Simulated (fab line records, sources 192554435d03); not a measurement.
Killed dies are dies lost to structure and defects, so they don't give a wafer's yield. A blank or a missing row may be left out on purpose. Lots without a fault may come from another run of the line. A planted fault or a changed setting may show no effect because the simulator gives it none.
Chamber matching | flow n5_finfet | N5_ILD0_ALD_15 on ald_sin-01: 4 sister chambers
The step deposits SiNx, target thk 24 nm, pulse time 1 s, ald cycles 480. 33 wafers are shown with their chamber, then 12 later ones without.

WAFERS WITH THEIR CHAMBER
wafer  | chamber | heater_power_w (W) | precursor_pulse_height_rel
L075.1 | 1       | 771                | 0.984
L075.4 | 3       | 934                | 0.988
L075.5 | 1       | 757                | 0.984
L076.1 | 1       | 725                | 1.031
L076.2 | 2       | 1045               | 0.994
L076.3 | 3       | 947                | 0.976
L076.4 | 0       | 842                | 1.029
L076.5 | 3       | 921                | 0.993
L076.6 | 2       | 1063               | 1.033
L077.1 | 0       | 803                | 1.005
L077.4 | 2       | 1060               | 0.978
L077.5 | 3       | 902                | 1.034
L079.4 | 0       | 826                | 0.992
L079.5 | 3       | 932                | 1.009
L079.6 | 1       | 752                | 0.993
L081.1 | 1       | 751                | 1.018
L081.4 | 1       | 723                | 1.026
L081.5 | 0       | 831                | 1.018
L083.1 | 3       | 941                | 0.988
L083.4 | 3       | 915                | 1.012
L083.6 | 1       | 754                | 0.997
L084.2 | 0       | 817                | 0.975
L084.3 | 1       | 745                | 0.979
L084.5 | 1       | 739                | 0.984
L086.1 | 1       | 745                | 0.987
L086.4 | 1       | 726                | 0.981
L086.5 | 3       | 928                | 0.997
L087.4 | 2       | 1069               | 1.023
L087.5 | 0       | 836                | 1.045
L087.6 | 1       | 754                | 0.988
L089.3 | 1       | 772                | 1.004
L089.4 | 3       | 965                | 1.021
L089.6 | 2       | 1050               | 0.978

SIGNATURES (means of the wafers above)
reading                    | chamber 0 | chamber 1 | chamber 2 | chamber 3 | scatter within a chamber
heater_power_w             | 825.83    | 747.23    | 1057.40   | 931.67    | 15.7
precursor_pulse_height_rel | 1.01067   | 0.99662   | 1.00120   | 1.00200   | 0.0206
Rule: a wafer's distance from a chamber is the root of the sum, over the readings, of the square of ((its reading less the chamber's mean) divided by the reading's scatter). The wafer belongs to the nearest chamber; if the next one is less than 2 further off, it can't be placed. The scatter: the root of (the sum of the squares of (reading less its chamber's mean) over the shown wafers, divided by (wafers less chambers)).

WAFERS WITHOUT THEIR CHAMBER
wafer  | heater_power_w (W) | precursor_pulse_height_rel
L090.1 | 824                | 1.030
L090.5 | 939                | 1.003
L090.6 | 1066               | 1.037
L091.2 | 1022               | 0.977
L091.3 | 761                | 1.020
L091.4 | 822                | 0.995
L094.2 | 1093               | 0.993
L094.4 | 922                | 0.991
L094.5 | 834                | 0.987
L095.1 | 751                | 1.035
L095.3 | 1103               | 1.011
L095.6 | 826                | 1.018

WHICH CHAMBER EACH WENT THROUGH
wafer  | from the rows above | in truth
L090.1 | 0                   | 0
L090.5 | 3                   | 3
L090.6 | 2                   | 2
L091.2 | 2                   | 2
L091.3 | 1                   | 1
L091.4 | 0                   | 0
L094.2 | 2                   | 2
L094.4 | 3                   | 3
L094.5 | 0                   | 0
L095.1 | 1                   | 1
L095.3 | 2                   | 2
L095.6 | 0                   | 0
Placed correctly: 12 of 12. Can't be placed from these rows: 0. Placed wrongly: 0.
